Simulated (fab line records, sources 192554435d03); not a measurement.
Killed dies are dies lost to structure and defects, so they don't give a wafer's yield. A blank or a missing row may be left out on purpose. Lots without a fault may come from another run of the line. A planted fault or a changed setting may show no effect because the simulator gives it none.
Which tool did it? | flow n5_finfet | 10 lots, 30 wafers sampled, at 2 steps of a route of 1938

WHAT THE GAUGES READ, wafer by wafer
N5_BEOL_M4_RC_MEAS_101.
lot  | measured     | on        | DIBL_N (mV/V)
L889 | day 7 19:36  | prober-01 | 34.5 34.9 33.1
L890 | day 8 12:59  | prober-02 | 38.3 38.4 36.6
L891 | day 8 13:00  | prober-01 | 35.3 35.1 35.1
L900 | day 11 11:32 | prober-01 | 36.3 36.8 36.6
L903 | day 11 17:02 | prober-02 | 37.9 36.5 36.5
L904 | day 11 23:55 | prober-01 | 34.3 35.2 35.1
L906 | day 12 15:43 | prober-02 | 37.5 37.1 35.9
L910 | day 14 04:26 | prober-02 | 35.2 36.2 34.5
L909 | day 14 08:50 | prober-01 | 34.6 37.0 34.2
L912 | day 15 12:26 | prober-01 | 35.8 37.7 35.5

WHICH TOOL RAN EACH LOT (tool, then ch and the chambers of the sampled wafers, then the start)
lot  | N5_BEOL_M4_ANNEAL_51
L889 | rtp_anneal-02 ch 0, day 7 18:42
L890 | rtp_anneal-02 ch 0, day 8 11:58
L891 | rtp_anneal-01 ch 0, day 8 12:06
L900 | rtp_anneal-02 ch 0, day 11 10:31
L903 | rtp_anneal-02 ch 0, day 11 16:00
L904 | rtp_anneal-02 ch 0, day 11 23:01
L906 | rtp_anneal-02 ch 0, day 12 14:28
L910 | rtp_anneal-01 ch 0, day 14 03:26
L909 | rtp_anneal-02 ch 0, day 14 07:39
L912 | rtp_anneal-02 ch 0, day 15 11:18
- N5_BEOL_M4_ANNEAL_51: time 90 s.

THE ANSWER, worked out from the rows above alone
Rule: what is usual is taken from the lots themselves. Put in order of their means at a reading, lots are off if they are a third of the lots or fewer, leave a main group of 4 or more, and stand apart from it by a gap of 3 or more times the standard deviation of the main group's means; of several such gaps the widest counts. A main group whose means are all the same, to the digits that the tables above print for the reading, isn't used. A lot without any number at a reading at which 4 lots or more have one is off too. The other lots that the step has rows for count as sound.
No lot is off at any reading shown: from this, nothing can be told.

WHAT THE SIMULATOR HAD PUT IN
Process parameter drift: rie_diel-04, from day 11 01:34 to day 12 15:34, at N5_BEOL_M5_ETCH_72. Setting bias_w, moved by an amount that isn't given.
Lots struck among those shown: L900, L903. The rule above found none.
